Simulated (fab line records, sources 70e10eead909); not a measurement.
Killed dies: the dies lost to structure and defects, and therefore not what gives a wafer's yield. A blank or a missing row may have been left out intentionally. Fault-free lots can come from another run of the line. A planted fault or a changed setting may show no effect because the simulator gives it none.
What tool caused it? + flow nand-harc + 13 lots with 38 wafers sampled at 5 steps, on a route of 1302 steps

## WHAT THE GAUGES READ, wafer by wafer
NHARC_A_CONTACT_CD_MEAS_80. Usual: cd-nm reads 289.5 nm (standard deviation 0.75).
| lot  | measured     | on        | cd-nm (nm)        | flag |
|------|--------------|-----------|-------------------|------|
| L194 | day 22 12:49 | cd-sem-02 | 288.6 288.7 288.6 |      |
| L196 | day 22 22:43 | cd-sem-01 | 289.3 289.0 289.5 |      |
| L198 | day 23 08:37 | cd-sem-01 | 289.9 289.5 290.1 |      |
| L197 | day 23 16:59 | cd-sem-01 | 288.2 289.3 288.7 |      |
| L199 | day 23 17:18 | cd-sem-02 | 289.5 289.3 289.1 |      |
| L201 | day 25 01:01 | cd-sem-02 | 290.1 290.2 290.0 |      |
| L202 | day 25 07:14 | cd-sem-02 | 288.5 289.1 290.3 |      |
| L204 | day 25 21:02 | cd-sem-03 | 290.3 290.0 290.3 |      |
| L205 | day 26 15:22 | cd-sem-02 | 289.9 289.4 289.5 |      |
| L209 | day 28 10:40 | cd-sem-01 | 289.0 289.4 289.2 |      |
| L211 | day 29 04:41 | cd-sem-03 | 289.4 289.3 289.5 |      |
| L212 | day 29 14:17 | cd-sem-03 | 289.2 289.8       |      |
| L216 | day 30 22:16 | cd-sem-01 | 289.7 289.3 289.7 |      |

NHARC_END_SORT_01. Usual: killed-at-array 56, standard deviation 19; killed-at-other 1.0, standard deviation 1.3; killed-at-periphery 3.8, standard deviation 2.2; killed-dies 61, standard deviation 19; killed-open 3.1, standard deviation 1.9; killed-short 2.3, standard deviation 1.5.
| lot  | measured     | on        | killed-at-array | killed-at-other | killed-at-periphery | killed-dies | killed-open | killed-short | flag |
|------|--------------|-----------|-----------------|-----------------|---------------------|-------------|-------------|--------------|------|
| L211 | day 31 20:24 | prober-01 | 49 57 640       | 0 0 0           | 3 6 6               | 52 63 646   | 2 7 6       | 4 1 1        | OFF  |
| L212 | day 32 00:27 | prober-02 | 30 659          | 1 0             | 2 0                 | 33 659      | 4 4         | 0 2          | OFF  |

## WHAT TOOL EACH LOT RAN ON (gives the tool, then ch and the chambers of the sampled wafers, and finally the start)
| lot  | NHARC_A_CONTACT_ETCH_138             | NHARC_A_CONTACT_ETCH_110           | NHARC_A_CONTACT_ALD_18              |
|------|--------------------------------------|------------------------------------|-------------------------------------|
| L194 | har-cap-etch-03 ch 0, day 22 20:22   | rie-diel-04 ch 1,2,3, day 22 22:14 | ald-metal-02 ch 1,2,3, day 22 22:55 |
| L196 | har-cap-etch-01 ch 0, day 23 08:27   | rie-diel-08 ch 0,2, day 23 09:58   | ald-metal-01 ch 1,2,3, day 23 10:37 |
| L198 | har-cap-etch-01 ch 0,1, day 23 16:03 | rie-diel-08 ch 0,1,2, day 23 17:20 | ald-metal-02 ch 1,2, day 23 18:08   |
| L197 | har-cap-etch-02 ch 0,1, day 24 00:41 | rie-diel-04 ch 0,2,3, day 24 02:20 | ald-metal-03 ch 0,1,2, day 24 03:09 |
| L199 | har-cap-etch-01 ch 0,1, day 24 00:38 | rie-diel-04 ch 2,3, day 24 02:19   | ald-metal-02 ch 2,3, day 24 02:57   |
| L201 | har-cap-etch-01 ch 0,1, day 25 06:59 | rie-diel-08 ch 1,2,3, day 25 08:14 | ald-metal-02 ch 0,2,3, day 25 08:53 |
| L202 | har-cap-etch-01 ch 0,1, day 25 14:43 | rie-diel-04 ch 2,3, day 25 15:58   | ald-metal-03 ch 0,1,2, day 25 16:41 |
| L204 | har-cap-etch-03 ch 0, day 26 03:04   | rie-diel-04 ch 1,2,3, day 26 04:23 | ald-metal-02 ch 0,1,3, day 26 05:02 |
| L205 | har-cap-etch-02 ch 0,1, day 27 01:12 | rie-diel-08 ch 0,1, day 27 02:32   | ald-metal-02 ch 0,2,3, day 27 03:14 |
| L209 | har-cap-etch-02 ch 0,1, day 28 16:58 | rie-diel-08 ch 2,3, day 28 18:29   | ald-metal-03 ch 1,2,3, day 28 19:17 |
| L211 | har-cap-etch-02 ch 0, day 29 14:46   | rie-diel-08 ch 0,1,3, day 29 16:04 | ald-metal-02 ch 0,1,3, day 29 16:44 |
| L212 | har-cap-etch-01 ch 0,1, day 29 21:20 | rie-diel-08 ch 1, day 29 22:32     | ald-metal-03 ch 0,3, day 29 23:13   |
| L216 | har-cap-etch-02 ch 0,1, day 31 04:04 | rie-diel-02 ch 0,1, day 31 05:49   | ald-metal-03 ch 0,2,3, day 31 06:29 |
- NHARC_A_CONTACT_ETCH_138: etches the open film in C4F8/O2/Ar, time 311 s, target depth 1914 nm.
- NHARC_A_CONTACT_ETCH_110: etches the open film in CF4/O2, target depth 60 nm, overetch 6 nm, time 33 s.
- NHARC_A_CONTACT_ALD_18: deposits TiN, target thk 3 nm, pulse time 1 s, ald cycles 150.

## WHAT THE TOOLS THEMSELVES READ (means of the sampled wafers that have a number; where no wafer has one, the mark that the record gives instead)
NHARC_A_CONTACT_ETCH_110. Usual: for drypump-motor-current-A, 5.8 A with a standard deviation of 0.43; for oes_f_703_au, 1.000 a.u. with a standard deviation of 0.0045; for oes-product-au, 0.998 a.u. with a standard deviation of 0.0093; for rf-vpp-V, 198.0 V with a standard deviation of 1.6; for run-length-s, 54.3 s with a standard deviation of 0.38; for showerhead-plenum-p-Torr, 1.35 Torr with a standard deviation of 0.063; for throttle-valve-pct, 13.398 % with a standard deviation of 0.0081.
| lot  | tool        | drypump-motor-current-A (A) | oes_f_703_au (a.u.) | oes-product-au (a.u.) | rf-vpp-V (V) | run-length-s (s) | showerhead-plenum-p-Torr (Torr) | throttle-valve-pct (%) | flag |
|------|-------------|-----------------------------|---------------------|-----------------------|--------------|------------------|---------------------------------|------------------------|------|
| L194 | rie-diel-04 | 6.1                         | 1.006               | 0.987                 | 199.6        | 54.8             | 1.42                            | 13.400                 |      |
| L196 | rie-diel-08 | 6.0                         | 1.001               | 1.003                 | 198.6        | 54.3             | 1.40                            | 13.398                 |      |
| L198 | rie-diel-08 | 5.9                         | 0.999               | 1.005                 | 197.7        | 53.8             | 1.36                            | 13.407                 |      |
| L197 | rie-diel-04 | 5.9                         | 1.006               | 0.993                 | 199.1        | 54.5             | 1.38                            | 13.393                 |      |
| L199 | rie-diel-04 | 6.2                         | 1.001               | 0.989                 | 198.7        | 54.4             | 1.42                            | 13.401                 |      |
| L201 | rie-diel-08 | 5.7                         | 0.997               | 1.001                 | 197.3        | 54.2             | 1.29                            | 13.391                 |      |
| L202 | rie-diel-04 | 6.2                         | 0.999               | 0.988                 | 198.9        | 54.5             | 1.42                            | 13.394                 |      |
| L204 | rie-diel-04 | 6.1                         | 1.003               | 0.991                 | 199.8        | 54.5             | 1.42                            | 13.390                 |      |
| L205 | rie-diel-08 | 6.1                         | 1.000               | 1.004                 | 198.7        | 53.8             | 1.35                            | 13.395                 |      |
| L209 | rie-diel-08 | 5.5                         | 0.998               | 0.989                 | 197.4        | 54.6             | 1.30                            | 13.397                 |      |
| L211 | rie-diel-08 | 6.0                         | 1.000               | 1.010                 | 198.2        | 52.8             | 1.33                            | 13.399                 | OFF  |
| L212 | rie-diel-08 | 5.9                         | 1.000               | 1.005                 | 196.3        | 52.0             | 1.30                            | 13.390                 | OFF  |
| L216 | rie-diel-02 | 5.6                         | 1.001               | 0.992                 | 197.9        | 54.4             | 1.32                            | 13.402                 |      |

NHARC_A_CONTACT_ALD_18. Usual: heater-power-w 1037 W, standard deviation 88; precursor-pulse-height-rel 1.004, standard deviation 0.022.
| lot  | tool         | heater-power-w (W) | precursor-pulse-height-rel | flag |
|------|--------------|--------------------|----------------------------|------|
| L194 | ald-metal-02 | 958                | 1.017                      |      |
| L196 | ald-metal-01 | 1065               | 1.009                      |      |
| L198 | ald-metal-02 | 929                | 1.013                      |      |
| L197 | ald-metal-03 | 1107               | 1.017                      |      |
| L199 | ald-metal-02 | 997                | 0.982                      |      |
| L201 | ald-metal-02 | 1000               | 1.001                      |      |
| L202 | ald-metal-03 | 1125               | 0.999                      |      |
| L204 | ald-metal-02 | 1016               | 0.972                      |      |
| L205 | ald-metal-02 | 1015               | 0.991                      |      |
| L209 | ald-metal-03 | 1070               | 1.000                      |      |
| L211 | ald-metal-02 | 1003               | 0.986                      |      |
| L212 | ald-metal-03 | 1027               | 0.989                      |      |
| L216 | ald-metal-03 | 1067               | 1.023                      |      |

## THE ANSWER, worked out from the rows above alone
Rule: lot off if the mean of its wafers having a number is beyond 3 standard deviations from the usual mean. Also off: a lot with no number at a reading for which 4 or more lots have one. All remaining lots with rows at the step are treated as sound. After the gauges, taken in route order, come the tools' own readings; for these a lot's mean is taken, as printed above. At the first step where some lot is off, the reading lying furthest off is the one used; lots without a number count as furthest.
Off: L211, L212, at NHARC_END_SORT_01 (killed-at-array). Neither off nor sound, because the step has no rows for them: L194, L196, L198, L197, L199, L201, L202, L204, L205, L209, L216.
If a tool, at a process step before that reading, ran all the lots that are off and no sound lot after the first of them, it fits. Not tried: the gauges at NHARC_END_SORT_01; whatever is off there is also off at NHARC_A_CONTACT_ETCH_110, on other tools, and gauge error can't account for it. One fits: NHARC_A_CONTACT_ETCH_110 on rie-diel-08. It ran no sound lot before its first lot that is off in this sample, so the start can't be narrowed down.

## WHAT THE SIMULATOR PUT IN
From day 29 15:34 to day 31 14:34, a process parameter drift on rie-diel-08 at NHARC_A_CONTACT_ETCH_110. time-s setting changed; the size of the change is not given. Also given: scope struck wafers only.
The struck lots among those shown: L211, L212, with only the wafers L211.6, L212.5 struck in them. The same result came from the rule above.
